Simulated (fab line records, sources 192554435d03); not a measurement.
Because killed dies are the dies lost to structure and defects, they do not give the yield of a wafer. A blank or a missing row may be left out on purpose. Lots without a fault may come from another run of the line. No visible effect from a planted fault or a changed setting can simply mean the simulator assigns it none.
Matching of chambers | flow n5-finfet | ald-sin-04 running N5_BEOL_M0_SAQP_SPACER2_ALD_26: 4 sister chambers
The step deposits SiO2, target thk 15 nm, pulse time 1 s, purge time 2 s. 4 wafers are shown with their chamber, then 9 later ones without.

WAFERS PAIRED WITH THEIR CHAMBERS
wafer  | chamber | heater-power-w (W)
L083.2 | 3       | 457
L089.1 | 2       | 467
L092.4 | 0       | 461
L092.5 | 1       | 514

WAFERS WITHOUT THEIR CHAMBER
wafer  | heater-power-w (W)
L093.3 | 475
L093.4 | 477
L093.5 | 464
L095.2 | 520
L095.3 | 465
L095.4 | 475
L097.2 | 447
L097.3 | 453
L097.4 | 515

EACH ONE'S CHAMBER
wafer  | from the rows above          | in truth
L093.3 | can't be placed: 2 or 0 or 3 | 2
L093.4 | can't be placed: 2 or 0 or 3 | 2
L093.5 | can't be placed: 0 or 2 or 3 | 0
L095.2 | 1                            | 1
L095.3 | can't be placed: 2 or 0 or 3 | 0
L095.4 | can't be placed: 2 or 0 or 3 | 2
L097.2 | can't be placed: 3 or 0 or 2 | 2
L097.3 | can't be placed: 3 or 0 or 2 | 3
L097.4 | 1                            | 1
Correct placement for 2 of the 9. Can't be placed from these rows: 7 (the true chamber is among the candidates in 7). Placed wrongly: 0.
How it was worked out, from the rows above alone: a wafer's distance from a chamber is the root of the sum, over the readings, of the square of ((its reading less the chamber's mean) divided by the reading's scatter). The wafer belongs to the nearest chamber; if the next one is less than 2 further off, it can't be placed. A chamber's mean is the mean of its shown wafers. The scatter: root of mean squared gap, hidden wafer to nearest shown wafer, with one shown wafer a chamber.
